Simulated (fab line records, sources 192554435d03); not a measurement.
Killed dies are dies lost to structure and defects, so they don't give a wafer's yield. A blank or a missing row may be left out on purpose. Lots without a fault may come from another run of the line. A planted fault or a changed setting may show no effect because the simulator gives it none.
Split-lot experiment | flow n5_finfet | 7 lots, 21 wafers read, on a route of 1938 steps

THE SPLIT
At N5_BEOL_M0_CUTY_EXPOSE_54 (exposes mask M0 ABLK), the setting dose_mj was moved away from the recipe's 36 on 6 of the 21 wafers read, by -6.1% to +5.8%. The other wafers ran this setting at the recipe's value.

FROM THE SPLIT TO THE READING: what the file shows between them, 2 steps
- N5_BEOL_M0_CUTY_PEB_55: peb time 60 s
- N5_BEOL_M0_CUTY_DEVELOP_56: develop time 30 s

THE READING
cd_nm, in nm, at N5_BEOL_M0_CUTY_CD_MEAS_57 (target cd 200 nm). Fault-free wafers of this fab line usually give 199.8 nm, standard deviation 0.9 nm.

wafer  | tool, chamber at the split | dose_mj as run | against the recipe | cd_nm, nm | against lot-mates on the recipe
L077.1 | arfi_scanner-03, 0         | 36             | recipe             | 200.1     | -
L077.5 | arfi_scanner-03, 0         | 36             | recipe             | 200.6     | -
L077.6 | arfi_scanner-03, 0         | 36             | recipe             | 199.9     | -
L079.1 | arfi_scanner-02, 0         | 36             | recipe             | 199.6     | -
L079.3 | arfi_scanner-02, 0         | 36             | recipe             | 200.7     | -
L079.4 | arfi_scanner-02, 0         | 36             | recipe             | 199.7     | -
L082.1 | arfi_scanner-01, 0         | 33.8           | -6.1%              | 202.3     | +3.9
L082.3 | arfi_scanner-01, 0         | 36             | recipe             | 198.4     | -
L082.6 | arfi_scanner-01, 0         | 36             | recipe             | 198.5     | -
L083.1 | arfi_scanner-03, 0         | 36             | recipe             | 201.2     | -
L083.4 | arfi_scanner-03, 0         | 36             | recipe             | 200.0     | -
L083.5 | arfi_scanner-03, 0         | 38.08          | +5.8%              | 196.5     | -4.1
L086.1 | arfi_scanner-02, 0         | 34.36          | -4.6%              | 203.6     | +3.4
L086.2 | arfi_scanner-02, 0         | 36             | recipe             | 200.2     | -
L086.3 | arfi_scanner-02, 0         | 34.36          | -4.6%              | 203.4     | +3.2
L091.1 | arfi_scanner-03, 0         | 36             | recipe             | 198.8     | -
L091.2 | arfi_scanner-03, 0         | 34.14          | -5.2%              | 202.7     | +3.9
L091.5 | arfi_scanner-03, 0         | 34.14          | -5.2%              | 201.3     | +2.5
L095.3 | arfi_scanner-03, 0         | 36             | recipe             | 199.6     | -
L095.4 | arfi_scanner-03, 0         | 36             | recipe             | 199.5     | -
L095.5 | arfi_scanner-03, 0         | 36             | recipe             | 199.5     | -

THE FIT
A straight line over all 21 wafers: cd_nm changes by -0.552 nm for each +1% of dose_mj; r = -0.87; the points scatter about the line by 0.86 nm.
The same after taking each lot's own level away (the mean of its wafers on the recipe; 21 wafers): -0.669 nm for each +1%; r = -0.98; scatter 0.4 nm.
On that fit, the largest move of dose_mj shifts the reading by 4.1 nm.
The lots' own levels span 198.45 to 200.60 nm, that is 2.4 times the standard deviation above.
So the lot-to-lot level changes the slope: the two fits differ.
Check: with one of the wafers moved furthest among these (-6.1%) left out of the fit, the line predicts +4.13 nm for it against its lot-mates. It came out at +3.85 nm against them.

OTHER SPLITS ON THESE WAFERS
These wafers also went through other splits before the reading. Each is held against what the fit with the lots' levels taken away leaves over:
other split on the same wafers        | wafers away from the commonest value | r with cd_nm (lot level and that fit taken away)
N5_MOL_CONTACT_COAG_ETCH_105 bias_w   | 4                                    | +0.07
N5_MOL_CONTACT_COAG_ALD_27 ald_cycles | 7                                    | -0.11
N5_MOL_CONTACT_COAG_COAT_75 spin_rpm  | 10                                   | +0.10
N5_BEOL_M0_SAQP_COAT_08 spin_rpm      | 8                                    | +0.09
N5_BEOL_M0_SAQP_PEB_12 peb_time_s     | 11                                   | -0.23

THE FILE'S OWN FIT
cd_nm changes by -0.664 nm for each +1% of dose_mj, r = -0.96.
